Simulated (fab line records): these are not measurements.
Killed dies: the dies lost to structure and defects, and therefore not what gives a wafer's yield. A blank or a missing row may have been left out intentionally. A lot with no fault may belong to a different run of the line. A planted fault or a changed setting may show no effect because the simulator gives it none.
fab line records	flow nandHarc	part 1 of 2: steps 1 to 28 of 44
[record] lots = 5	wafers = 15	lastDay = 30
route steps=1302 shown P_STI@80 P_GATE@110
lots that met no fault: from a run of the same line without faults
startH: hours from the record's first day to the start of the lot's first wafer shown	waitH: how many hours have passed since the lot's step before this one	" same as the row above	L1.1+2: a row that stands for several wafers	- either no value or no given start	* or withheld: withheld	< > ~ a bound
route shown NAME@n: NAME is a module with steps in the file, n the number in the route of the first one	usual: mean/standard deviation of fault-free wafers	same: alike in all rows	chamber/n: place in a boat	sites: the reading at each site	_std_site: standard deviation across them	_edge_site: the outer-site mean with the inner-site mean subtracted	radiusMm: how far each site lies from the wafer's centre	mask NAME#n: copy n	behind: the tool/chamber that last shaped the wafer	hold: why the lot went on hold/how many hours it stayed there/how the hold came to an end	device: the n, p or np transistor that did not switch	end of line: the route-end tests of the same wafers	a step given without rows: its recipe and nothing more	killed: at the first sort, the dies lost to defects and structure; wafer yield is something else	map: dies across one wafer; x = killed, . = not, _ = none there
set.NAME: the setting that was run; set.NAME@STEP: the one run at that earlier step	model.NAME: the simulator's own value behind a step, which no gauge read
lots at some steps of the route; a table a step, a row a wafer
services: the hour from which a tool's chamber was out of use, counted from the record's first day as startH (under 0 if before that day), plus the number of hours and why
[[steps]]
[step NHARC_P_STI_EXPOSE_06]
[recipe] na = 0.55	targetCdNm = 200	doseMj = 37.69	maskId = P_STI
lot.wafer	tool	chamber	startH	waitH	mask
L076.2+3+6	krfScanner-04	0	67.10	-	P_STI#0
L083.1+2+5	krfScanner-03	0	133.77	-	P_STI#0
L085.2+5+6	krfScanner-04	0	152.80	-	P_STI#0
L088.2+3+6	krfScanner-03	0	182.86	-	P_STI#0
L090.2+3+5	krfScanner-04	0	202.76	-	P_STI#0
[step NHARC_P_STI_PEB_07]
[recipe] pebTempC = 128	pebTimeS = 80
lot.wafer	tool	chamber	startH	waitH
L076.2+3+6	lithoTrack-05	0	67.16	0.1
L083.1+2+5	lithoTrack-03	0	133.84	0.1
L085.2+5+6	lithoTrack-05	0	152.87	0.1
L088.2+3+6	lithoTrack-07	0	182.92	0.1
L090.2+3+5	lithoTrack-03	0	202.82	0.1
[step NHARC_P_STI_DEVELOP_08]
[recipe] timeS = 50	devTempC = 22
lot.wafer	tool	chamber	startH	waitH
L076.2+3+6	lithoTrack-05	0	-	-
L083.1+2+5	lithoTrack-03	0	-	-
L085.2+5+6	lithoTrack-05	0	-	-
L088.2+3+6	lithoTrack-07	0	-	-
L090.2+3+5	lithoTrack-03	0	-	-
[step NHARC_P_STI_CD_MEAS_09]
[recipe] targetCdNm = 200	landingEnergyEv = 500
[usual] cdNm = 200.6/1.7
lot.wafer	tool	chamber	startH	waitH	cdNm
L076.2	cdSem-01	0	67.25	-	197.9
L076.3	"	0	"	"	197.8
L076.6	"	0	"	"	199.5
L083.1	cdSem-03	0	133.92	-	203.2
L083.2	"	0	"	"	203.1
L083.5	"	0	"	"	199.1
L085.2	cdSem-01	0	152.95	-	200.5
L085.5	"	0	"	"	200.7
L085.6	"	0	"	"	201.0
L088.2	cdSem-03	0	183.01	-	198.2
L088.3	"	0	"	"	200.1
L088.6	"	0	"	"	198.0
L090.2	cdSem-03	0	202.91	-	201.0
L090.3	"	0	"	"	201.2
L090.5	"	0	"	"	200.3
[step NHARC_P_STI_OVL_MEAS_10]
[usual] overlayXNm = 0/5.2	overlayYNm = 0/5.5
lot.wafer	tool	chamber	startH	waitH	overlayXNm	overlayYNm
L076.2	overlay-01	-	67.33	-	-9	-9
L076.3	"	-	"	"	-9	-8
L076.6	"	-	"	"	-10	-9
L083.1	overlay-02	-	134.01	-	4	2
L083.2	"	-	"	"	4	2
L083.5	"	-	"	"	4	2
L085.2	overlay-01	-	153.04	-	1	6
L085.5	"	-	"	"	1	5
L085.6	"	-	"	"	1	6
L088.2	overlay-01	-	183.10	-	-5	-5
L088.3	"	-	"	"	-5	-5
L088.6	"	-	"	"	-5	-6
L090.2	overlay-01	-	202.99	-	7	-8
L090.3	"	-	"	"	6	-9
L090.5	"	-	"	"	7	-9
[step NHARC_P_STI_INSPECT_11]
[usual] rawDefectCount = 5.4/2.7
lot.wafer	tool	chamber	startH	waitH	rawDefectCount
L076.2	defectInspect-02	-	67.37	0.0	4
L076.3	"	-	"	"	2
L076.6	"	-	"	"	8
L083.1	defectInspect-01	-	134.05	0.0	6
L083.2	"	-	"	"	4
L083.5	"	-	"	"	4
L085.2	defectInspect-01	-	153.08	0.0	3
L085.5	"	-	"	"	11
L085.6	"	-	"	"	3
L088.2	defectInspect-02	-	183.13	0.0	8
L088.3	"	-	"	"	6
L088.6	"	-	"	"	11
L090.2	defectInspect-02	-	203.03	0.0	9
L090.3	"	-	"	"	1
L090.5	"	-	"	"	9
[step NHARC_P_STI_HARDBAKE_13]
[recipe] tempC = 118	timeS = 65
lot.wafer	tool	chamber	startH	waitH
L076.2+3+6	lithoTrack-07	0	67.43	0.1
L083.1+2+5	lithoTrack-07	0	134.11	0.1
L085.2+5+6	lithoTrack-05	0	153.14	0.1
L088.2+3+6	lithoTrack-05	0	183.19	0.1
L090.2+3+5	lithoTrack-05	0	203.09	0.1
[step NHARC_P_STI_DESCUM_14]
[recipe] timeS = 3	o2FlowSccm = 200	arFlowSccm = 0	biasPowerW = 0	chemistry = O2
[usual] drypumpMotorCurrentA = 5.6/0.43	oesProductAu = 1.000/0.0069	rfVppV = 57.8/0.88	showerheadPlenumPTorr = 1.91/0.069	throttleValvePct = 11.311/0.0092
lot.wafer	tool	chamber	startH	waitH	drypumpMotorCurrentA	oesProductAu	rfHoursCounterH	rfVppV	showerheadPlenumPTorr	throttleValvePct
L076.3	rieDiel-05	0	67.50	-	5.3	1.005	0.1	57.3	2.02	11.305
L076.2	"	2	"	"	5.6	0.997	0.1	57.1	1.79	11.326
L076.6	"	0	"	"	5.2	0.999	-	59.7	2.02	11.306
L083.1	rieDiel-12	3	134.19	-	6.4	0.985	1.7	58.7	1.91	11.317
L083.2	"	1	"	"	5.7	0.996	2.0	59.0	1.95	11.319
L083.5	"	2	"	"	5.2	0.989	-	57.4	1.85	11.309
L085.2	rieDiel-08	2	153.23	-	5.7	0.998	10.1	57.5	1.86	11.303
L085.6	"	0	"	"	5.2	0.990	-	57.8	2.03	11.310
L085.5	"	1	"	"	5.9	0.992	-	56.8	1.81	11.315
L088.3	rieDiel-08	3	183.27	-	5.5	1.002	12.1	57.7	1.88	11.321
L088.2	"	0	"	"	5.2	0.992	11.5	59.5	2.03	11.304
L088.6	"	2	"	"	5.7	0.995	-	58.1	1.85	11.307
L090.2	rieDiel-05	3	203.16	-	6.1	1.018	8.7	57.6	1.93	11.301
L090.3	"	0	"	"	5.3	1.012	9.2	58.7	2.02	11.311
L090.5	"	0	"	"	5.3	0.999	-	59.5	2.02	11.309
[step NHARC_P_STI_ETCH_42]
[recipe] targetDepthA = 800	overetchA = 240	timeS = 61	ionEnergyEv = 200	n2FlowSccm = 150	h2FlowSccm = 150	arFlowSccm = 0	rfW = 400	biasW = 150	chemistry = N2/H2
[usual] biasW = 150.0/0.43	drypumpMotorCurrentA = 5.6/0.42	oesProductAu = 0.999/0.0071	rfVppV = 430.3/2.3	showerheadPlenumPTorr = 2.03/0.079	throttleValvePct = 14.173/0.0085
lot.wafer	tool	chamber	startH	waitH	biasW	drypumpMotorCurrentA	oesProductAu	rfHoursCounterH	rfVppV	showerheadPlenumPTorr	throttleValvePct
L076.2	rieDiel-05	1	67.59	0.1	149.8	5.1	1.008	0.1	432.6	2.13	14.168
L076.3	"	3	"	"	149.9	6.2	1.013	0.1	428.7	2.06	14.170
L076.6	"	2	"	"	149.9	5.6	0.999	-	426.7	1.90	14.161
L083.1	rieDiel-12	1	134.27	0.1	149.5	5.7	0.995	2.0	430.4	2.08	14.177
L083.2	"	2	"	"	150.1	5.2	1.001	1.5	429.4	1.97	14.176
L083.5	"	2	"	"	150.3	5.2	0.989	-	429.2	1.97	14.182
L085.2	rieDiel-08	3	153.30	0.1	149.9	5.5	0.992	9.8	428.6	2.01	14.184
L085.6	"	3	"	"	150.1	5.5	0.997	-	431.1	2.01	14.166
L085.5	"	0	"	"	149.6	5.2	0.995	-	432.9	2.17	14.162
L088.3	rieDiel-08	2	183.35	0.1	150.0	5.7	1.010	12.5	428.7	1.97	14.170
L088.2	"	3	"	"	150.7	5.5	1.000	12.1	428.8	2.01	14.156
L088.6	"	2	"	"	150.6	5.7	1.014	-	428.2	1.97	14.176
L090.3	rieDiel-05	2	203.25	0.1	149.1	5.6	0.989	6.7	427.0	1.90	14.184
L090.2	"	3	"	"	149.3	6.2	0.999	8.7	431.2	2.05	14.168
L090.5	"	3	"	"	150.0	6.2	1.002	-	431.7	2.05	14.173
[step NHARC_P_STI_ETCH_31]
[recipe] targetDepthA = 1089	timeS = 54.5	cf4FlowSccm = 100	chf3FlowSccm = 30	arFlowSccm = 0	rfW = 500	biasW = 200	chemistry = CF4/CHF3
[usual] biasW = 200.0/0.63	drypumpMotorCurrentA = 5.6/0.41	oesProductAu = 0.963/0.015	rfVppV = 370.7/2.1	showerheadPlenumPTorr = 1.57/0.056	throttleValvePct = 16.802/0.0096
lot.wafer	tool	chamber	startH	waitH	biasW	drypumpMotorCurrentA	oesProductAu	rfHoursCounterH	rfVppV	showerheadPlenumPTorr	throttleValvePct
L076.3	rieDiel-05	0	-	-	199.7	5.3	0.972	0.2	372.9	1.66	16.811
L076.2	"	2	"	"	198.7	5.6	0.976	0.2	367.2	1.48	16.790
L076.6	"	1	"	"	199.4	5.2	0.958	-	372.7	1.63	16.801
L083.1	rieDiel-12	3	-	-	200.6	6.4	0.959	1.7	370.2	1.57	16.794
L083.2	"	1	"	"	199.3	5.7	0.980	2.0	372.4	1.60	16.800
L083.5	"	0	"	"	200.3	5.4	0.980	-	370.6	1.57	16.810
L085.2	rieDiel-08	2	-	-	198.3	5.7	0.970	10.1	369.9	1.53	16.805
L085.5	"	1	"	"	198.8	5.9	0.952	-	367.2	1.49	16.807
L085.6	"	2	"	"	198.9	5.7	0.970	-	368.7	1.53	16.814
L088.3	rieDiel-08	1	-	-	200.1	5.9	0.978	11.9	368.5	1.49	16.813
L088.2	"	2	"	"	199.5	5.7	0.969	12.5	368.3	1.53	16.785
L088.6	"	0	"	"	200.6	5.2	0.974	-	373.8	1.67	16.802
L090.3	rieDiel-05	3	-	-	200.2	6.2	0.969	8.7	371.5	1.58	16.791
L090.2	"	0	"	"	199.6	5.3	0.962	9.2	374.3	1.65	16.805
L090.5	"	3	"	"	199.7	6.2	0.969	-	372.0	1.58	16.808
[step NHARC_P_STI_ETCH_15]
[recipe] targetDepthA = 3000	taperDeg = 4	timeS = 100.1	hbrFlowSccm = 150	cl2FlowSccm = 50	rfW = 400	icpW = 400	biasW = 100	chemistry = HBr/Cl2
[usual] biasW = 100.0/0.32	drypumpMotorCurrentA = 5.5/0.35	heBacksideLeakSccm = 2.9/0.31	oesProductAu = 1.000/0.0073	throttleValvePct = 26.405/0.0085
lot.wafer	tool	chamber	startH	waitH	biasW	drypumpMotorCurrentA	heBacksideLeakSccm	oesProductAu	rfHoursCounterH	throttleValvePct
L076.2	rieSi-03	1	67.80	-	99.5	5.8	3.0	1.006	0.1	26.407
L076.3	"	2	"	"	100.0	5.1	2.5	1.011	0.1	26.415
L076.6	"	0	"	"	100.5	5.5	3.1	1.009	-	26.403
L083.2	rieSi-04	2	134.46	-	99.9	5.1	2.8	1.010	1.1	26.411
L083.1	"	3	"	"	100.2	5.7	2.9	1.004	0.9	26.410
L083.5	"	2	"	"	99.9	5.2	2.9	1.004	-	26.400
L085.2	rieSi-02	0	153.52	-	99.5	5.4	2.5	1.002	0.2	26.407
L085.6	"	2	"	"	99.7	5.9	2.8	0.995	-	26.398
L085.5	"	3	"	"	99.7	5.9	2.8	1.002	-	26.393
L088.2	rieSi-04	2	183.56	-	99.8	5.2	2.8	1.002	0.1	26.416
L088.3	"	0	"	"	99.9	5.5	3.0	1.002	0.1	26.399
L088.6	"	1	"	"	99.9	5.9	2.5	1.000	-	26.414
L090.3	rieSi-02	3	203.47	-	99.9	5.8	2.8	0.989	0.6	26.409
L090.2	"	0	"	"	99.8	5.4	2.4	0.984	0.6	26.419
L090.5	"	2	"	"	100.4	6.0	2.6	0.984	-	26.412
[step NHARC_P_STI_CD_MEAS_16]
[usual] cdNm = 200.2/1.8
lot.wafer	tool	chamber	startH	waitH	cdNm
L076.2	cdSem-03	-	67.95	-	197.4
L076.3	"	-	"	"	197.5
L076.6	"	-	"	"	199.0
L083.1	cdSem-03	-	134.62	-	202.8
L083.2	"	-	"	"	201.9
L083.5	"	-	"	"	197.8
L085.2	cdSem-03	-	153.65	-	199.9
L085.5	"	-	"	"	199.8
L085.6	"	-	"	"	199.4
L088.2	cdSem-01	-	183.71	-	197.0
L088.3	"	-	"	"	199.6
L088.6	"	-	"	"	199.0
L090.2	cdSem-03	-	203.60	-	200.4
L090.3	"	-	"	"	201.0
L090.5	"	-	"	"	200.1
[step NHARC_P_STI_OCD_MEAS_17]
[usual] trenchDepthNm = 301/3.1	trenchFootCdNm = 158.6/1.8
lot.wafer	tool	chamber	startH	waitH	trenchDepthNm	trenchFootCdNm
L076.2	ocd-02	-	68.04	0.1	306	155.3
L076.3	"	-	"	"	305	155.5
L076.6	"	-	"	"	303	157.4
L083.1	ocd-01	-	134.71	0.1	300	161.1
L083.2	"	-	"	"	300	162.0
L083.5	"	-	"	"	304	156.6
L085.2	ocd-01	-	153.74	0.1	302	158.4
L085.5	"	-	"	"	300	159.2
L085.6	"	-	"	"	299	159.3
L088.2	ocd-02	-	183.79	0.1	300	156.4
L088.3	"	-	"	"	301	158.2
L088.6	"	-	"	"	297	156.8
L090.2	ocd-02	-	203.69	0.1	296	159.5
L090.3	"	-	"	"	295	159.9
L090.5	"	-	"	"	292	160.1
[step NHARC_P_STI_STRIP_19]
[recipe] timeS = 900	tempC = 130	chemistry = SPM
lot.wafer	tool	chamber	startH	waitH
L076.3+2+6	wetBench-06	1,3,6	68.09	0.0
L083.2+5+1	wetBench-07	1,3,5	134.77	0.1
L085.5+6+2	wetBench-06	1,2,5	153.80	0.1
L088.6+3+2	wetBench-07	6,0,1	183.85	0.0
L090.5+3+2	wetBench-07	7,3,4	203.74	0.0
[step NHARC_P_STI_PRECLEAN_32]
[recipe] timeS = *	tempC = 50	bathAgeMin = 0	chemistry = SC1
lot.wafer	tool	chamber	startH	waitH
L076.3+2+6	wetBench-06	1,3,6	-	-
L083.2+5+1	wetBench-07	1,3,5	-	-
L085.5+6+2	wetBench-06	1,2,5	-	-
L088.6+3+2	wetBench-07	6,0,1	-	-
L090.5+3+2	wetBench-07	7,3,4	-	-
[step NHARC_P_STI_SRD_23]
lot.wafer	tool	chamber	startH	waitH
L076.3+2+6	wetBench-06	1,3,6	-	-
L083.2+5+1	wetBench-07	1,3,5	-	-
L085.5+6+2	wetBench-06	1,2,5	-	-
L088.6+3+2	wetBench-07	6,0,1	-	-
L090.5+3+2	wetBench-07	7,3,4	-	-
[step NHARC_P_STI_OCD_MEAS_43]
[usual] trenchDepthNm = 301/3.1	trenchFootCdNm = 158.5/1.8
lot.wafer	tool	chamber	startH	waitH	trenchDepthNm	trenchFootCdNm
L076.2	ocd-01	-	68.55	-	306	155.3
L076.3	"	-	"	"	305	155.6
L076.6	"	-	"	"	303	156.8
L083.1	ocd-02	-	135.22	-	301	160.9
L083.2	"	-	"	"	301	161.4
L083.5	"	-	"	"	304	157.2
L085.2	ocd-02	-	154.26	-	302	157.8
L085.5	"	-	"	"	300	159.0
L085.6	"	-	"	"	299	158.3
L088.2	ocd-01	-	184.30	-	301	156.4
L088.3	"	-	"	"	302	158.1
L088.6	"	-	"	"	297	156.3
L090.2	ocd-01	-	204.19	-	295	159.7
L090.3	"	-	"	"	295	159.5
L090.5	"	-	"	"	293	159.3
[step NHARC_P_STI_OXIDE_33]
[recipe] targetThkA = 100	tempC = 1000	oxTimeS = 281	material = SiO2
[usual] zonePowerTopPct = 39/4.5
lot.wafer	tool	chamber	startH	waitH	zonePowerTopPct
L076.2	furnace-04	0	71.92	3.4	44
L076.3	"	0	"	"	43
L076.6	"	0	"	"	44
L083.1	furnace-01	0	138.91	3.7	38
L083.2	"	0	"	"	39
L083.5	"	0	"	"	39
L085.2	furnace-04	0	157.42	3.2	43
L085.5	"	0	"	"	44
L085.6	"	0	"	"	43
L088.2	furnace-04	0	187.29	3.0	43
L088.3	"	0	"	"	44
L088.6	"	0	"	"	43
L090.2	furnace-03	0	207.38	3.2	32
L090.3	"	0	"	"	32
L090.5	"	0	"	"	32
[step NHARC_P_STI_HDPCVD_20]
[recipe] targetThkA = withheld	sigmaOpenFrac = withheld	material = SiO2
lot.wafer	tool	chamber	startH	waitH
L076.2+3+6	hdpcvd-01	0,1,1	76.47	0.4
L083.2+1+5	hdpcvd-01	1,0,0	143.60	0.4
L085.2+5+6	hdpcvd-01	1,0,1	162.21	0.5
L088.2+3+6	hdpcvd-01	0,0,1	198.08	6.4
L090.2+3+5	hdpcvd-01	1,1,0	212.13	0.4
[step NHARC_P_STI_ANNEAL_34]
[recipe] tempC = 1000	timeS = 1800
[usual] zonePowerTopPct = 39/4.8
lot.wafer	tool	chamber	startH	waitH	zonePowerTopPct
L076.2	furnace-04	0	82.94	6.4	44
L076.3	"	0	"	"	43
L076.6	"	0	"	"	44
L083.1	furnace-03	0	149.07	5.3	32
L083.2	"	0	"	"	32
L083.5	"	0	"	"	32
L085.2	furnace-03	0	166.23	3.9	33
L085.5	"	0	"	"	32
L085.6	"	0	"	"	32
L088.2	furnace-04	0	203.69	5.5	43
L088.3	"	0	"	"	44
L088.6	"	0	"	"	43
L090.2	furnace-04	0	215.68	3.5	43
L090.3	"	0	"	"	43
L090.5	"	0	"	"	44
[step NHARC_P_STI_CMP_21]
[recipe] tOverpolishS = 20	targetThkNm = 380.67
[usual] motorCurrentA = 11.9/1.1	overpolishRunS = 19.999/0.0091	padLifeWafers = 234/100	slurryFilterDpKPa = 13.49/0.15	slurryFlowMlMin = 150.0/0.48
lot.wafer	tool	chamber	startH	waitH	motorCurrentA	overpolishRunS	padLifeWafers	slurryFilterDpKPa	slurryFlowMlMin
L076.2	cmp-04	1	87.82	0.4	11.6	19.998	175	13.52	149.7
L076.3	"	3	"	"	11.3	20.003	177	13.61	149.6
L076.6	"	0	"	"	11.6	19.983	-	13.60	150.1
L083.2	cmp-03	0	153.96	0.4	12.6	19.994	367	13.25	149.0
L083.1	"	1	"	"	11.5	20.008	368	13.50	150.5
L083.5	"	0	"	"	12.2	20.002	-	13.40	150.2
L085.2	cmp-04	2	171.03	0.4	9.7	20.018	162	13.59	150.9
L085.5	"	2	"	"	10.1	19.988	-	13.33	150.5
L085.6	"	3	"	"	9.9	19.995	-	13.62	149.1
L088.3	cmp-04	1	208.66	0.4	11.9	19.991	306	13.52	149.6
L088.2	"	3	"	"	9.9	19.997	308	13.61	149.4
L088.6	"	2	"	"	9.5	20.001	-	13.65	149.3
L090.2	cmp-03	3	220.62	0.4	12.7	20.011	206	13.48	149.2
L090.3	"	0	"	"	12.4	19.986	207	13.35	149.8
L090.5	"	2	"	"	11.6	20.004	-	13.37	149.7
[step NHARC_P_STI_SRD_35]
lot.wafer	tool	chamber	startH	waitH
L076.2+6+3	wetBench-09	0,1,2	88.10	0.0
L083.5+2+1	wetBench-06	5,6,0	154.24	0.0
L085.6+2+5	wetBench-07	2,4,5	171.34	0.0
L088.6+3+2	wetBench-09	5,6,0	208.96	0.0
L090.3+2+5	wetBench-06	6,7,1	220.89	0.0
[step NHARC_P_STI_ETCH_36]
[recipe] targetDepthA = 388	chemistry = dHF	material = SiO2
lot.wafer	tool	chamber	startH	waitH
L076.2+6+3	wetBench-09	0,1,2	88.12	0.0
L083.5+2+1	wetBench-06	5,6,0	154.26	0.0
L085.6+2+5	wetBench-07	2,4,5	171.36	0.0
L088.6+3+2	wetBench-09	5,6,0	208.99	0.0
L090.3+2+5	wetBench-06	6,7,1	220.91	0.0
[step NHARC_P_STI_STRIP_24]
[recipe] tempC = 160	chemistry = H3PO4	material = Si3N4
lot.wafer	tool	chamber	startH	waitH
L076.2+6+3	wetBench-09	0,1,2	88.14	0.0
L083.5+2+1	wetBench-06	5,6,0	154.28	0.0
L085.6+2+5	wetBench-07	2,4,5	171.38	0.0
L088.6+3+2	wetBench-09	5,6,0	209.00	0.0
L090.3+2+5	wetBench-06	6,7,1	220.92	0.0
[step NHARC_P_STI_ETCH_37]
[recipe] targetDepthA = 110	chemistry = dHF	material = SiO2
lot.wafer	tool	chamber	startH	waitH
L076.2+6+3	wetBench-09	0,1,2	-	-
L083.5+2+1	wetBench-06	5,6,0	-	-
L085.6+2+5	wetBench-07	2,4,5	-	-
L088.6+3+2	wetBench-09	5,6,0	-	-
L090.3+2+5	wetBench-06	6,7,1	-	-
[step NHARC_P_STI_PRECLEAN_38]
[recipe] timeS = *	tempC = 50	bathAgeMin = 0	chemistry = SC1
lot.wafer	tool	chamber	startH	waitH
L076.2+6+3	wetBench-09	0,1,2	-	-
L083.5+2+1	wetBench-06	5,6,0	-	-
L085.6+2+5	wetBench-07	2,4,5	-	-
L088.6+3+2	wetBench-09	5,6,0	-	-
L090.3+2+5	wetBench-06	6,7,1	-	-
[step NHARC_P_STI_SRD_39]
lot.wafer	tool	chamber	startH	waitH
L076.2+6+3	wetBench-09	0,1,2	-	-
L083.5+2+1	wetBench-06	5,6,0	-	-
L085.6+2+5	wetBench-07	2,4,5	-	-
L088.6+3+2	wetBench-09	5,6,0	-	-
L090.3+2+5	wetBench-06	6,7,1	-	-
[step NHARC_P_STI_OXIDE_40]
[recipe] targetThkA = 100	tempC = 900	oxTimeS = 1362	material = SiO2
[usual] zonePowerTopPct = 32/4.1
lot.wafer	tool	chamber	startH	waitH	zonePowerTopPct
L076.2	furnace-04	0	94.24	-	36
L076.3	"	0	"	"	36
L076.6	"	0	"	"	36
L083.1	furnace-03	0	158.80	-	27
L083.2	"	0	"	"	27
L083.5	"	0	"	"	26
L085.2	furnace-01	0	175.48	-	33
L085.5	"	0	"	"	32
L085.6	"	0	"	"	33
L088.2	furnace-03	0	214.69	-	27
L088.3	"	0	"	"	27
L088.6	"	0	"	"	27
L090.2	furnace-03	0	225.78	-	27
L090.3	"	0	"	"	27
L090.5	"	0	"	"	27
